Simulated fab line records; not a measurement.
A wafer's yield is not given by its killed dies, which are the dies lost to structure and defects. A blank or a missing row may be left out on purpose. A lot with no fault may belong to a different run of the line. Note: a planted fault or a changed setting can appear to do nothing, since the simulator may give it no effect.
One fault through the eyes of 3 desks	flow n5Finfet	every desk sees just its own numbers, and what lay behind them comes last

## THE DEFECT DESK
For each lot, the counts of the inspections along the route, averaged over the sampled wafers that have a number. The brackets show how far a lot's mean lies from the usual mean; more than 4 standard deviations puts the lot out of limits, marked OUT.
Columns: A = rawDefectCount at N5_BEOL_M3_INSPECT_30, usual 387
lot	first seen here	A
L149	day 6 21:02	371
L159	day 9 15:55	300
L161	day 10 07:07	498
L162	day 10 11:00	350
L171	day 12 17:51	324
Finding of this desk: none of the 5 lots has anything out of limits.

## AT THE TOOL OWNER'S DESK: rieDiel-01
The tool's own readings at N5_BEOL_M3_VIA_ETCH_34 (etches the open film in C4F6/O2, target depth 69.4 nm, time 65.9 s): means of the sampled wafers that have a number, for each lot that ran on this tool. The brackets show how far a lot's mean lies from the usual mean; more than 4 standard deviations puts the lot out of limits, marked OUT. Of its 8 readings 7 are shown: the one that was out of limits first, and those that lie furthest out on some lot.
Columns: A = biasW at N5_BEOL_M3_VIA_ETCH_34, usual 170.0 W; B = drypumpMotorCurrentA at N5_BEOL_M3_VIA_ETCH_34, usual 5.7 A; C = oes_f_703_au at N5_BEOL_M3_VIA_ETCH_34, usual 0.76 a.u.; D = oesProductAu at N5_BEOL_M3_VIA_ETCH_34, usual 0.76 a.u.; E = runLengthS at N5_BEOL_M3_VIA_ETCH_34, usual 88.9 s; F = showerheadPlenumPTorr at N5_BEOL_M3_VIA_ETCH_34, usual 2.82 Torr; G = throttleValvePct at N5_BEOL_M3_VIA_ETCH_34, usual 30.8 %
lot	first seen here	A	B	C	D	E	F	G
L159	day 9 19:10	169.6	5.5	0.72	0.72	89.2	2.86	31.0
L162	day 10 16:36	170.4	5.7	0.72	0.73	86.3 (-6.3) OUT	2.80	30.8
This desk finds L162 out of limits, L162 being first, at day 10 16:36 (runLengthS at N5_BEOL_M3_VIA_ETCH_34). L159 stayed within limits.

## AT THE METROLOGY DESK
What the gauges read, lot by lot, whatever tool the lot ran on: means of the sampled wafers that have a number. The brackets show how far a lot's mean lies from the usual mean; more than 4 standard deviations puts the lot out of limits, marked OUT. Only the readings that lie furthest out on some lot appear, 7 of the 12 it has.
Columns: A = DIBL_N at N5_BEOL_M4_RC_MEAS_101, usual 37.5 mV/V; B = DIBL_P at N5_BEOL_M4_RC_MEAS_101, usual 37.5 mV/V; C = IOFF_N at N5_BEOL_M4_RC_MEAS_101, usual 0.18 nA/um; D = IOFF_P at N5_BEOL_M4_RC_MEAS_101, usual 0.24 nA/um; E = SS_P at N5_BEOL_M4_RC_MEAS_101, usual 73.6 mV/dec; F = VT_N at N5_BEOL_M4_RC_MEAS_101, usual 249 mV; G = VT_P at N5_BEOL_M4_RC_MEAS_101, usual -249 mV
lot	first seen here	A	B	C	D	E	F	G
L149	day 6 20:57	40.2	41.7	0.24	0.33	74.0	244	-245
L159	day 9 15:49	38.8	40.8	0.21	0.29	74.8	248	-248
L161	day 10 07:01	38.6	37.0	0.19	0.22	73.8	250	-251
L162	day 10 10:55	37.8	37.8	0.19	0.23	73.8	250	-252
L171	day 12 17:46	38.1	37.1	0.19	0.22	73.8	248	-252
Finding of this desk: none of the 5 lots has anything out of limits.

## BROUGHT TOGETHER
At day 10 16:36, on L162, the tool owner's desk was in a position to raise an alarm.
The defect desk saw nothing out of limits.
Metrology desk: nothing out of limits seen.
The defect desk has L162 on record, within its limits.
The metrology desk has L162 on record, within its limits.
All the named lots went through N5_BEOL_M3_VIA_ETCH_34 on rieDiel-01.

## WHAT THE SIMULATOR PUT IN
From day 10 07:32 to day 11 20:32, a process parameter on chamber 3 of rieDiel-01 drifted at N5_BEOL_M3_VIA_ETCH_34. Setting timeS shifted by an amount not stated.
Lots struck among those shown: L162.
Each desk's first reading out of limits, in hours after the fault started: the tool owner's desk, 9.
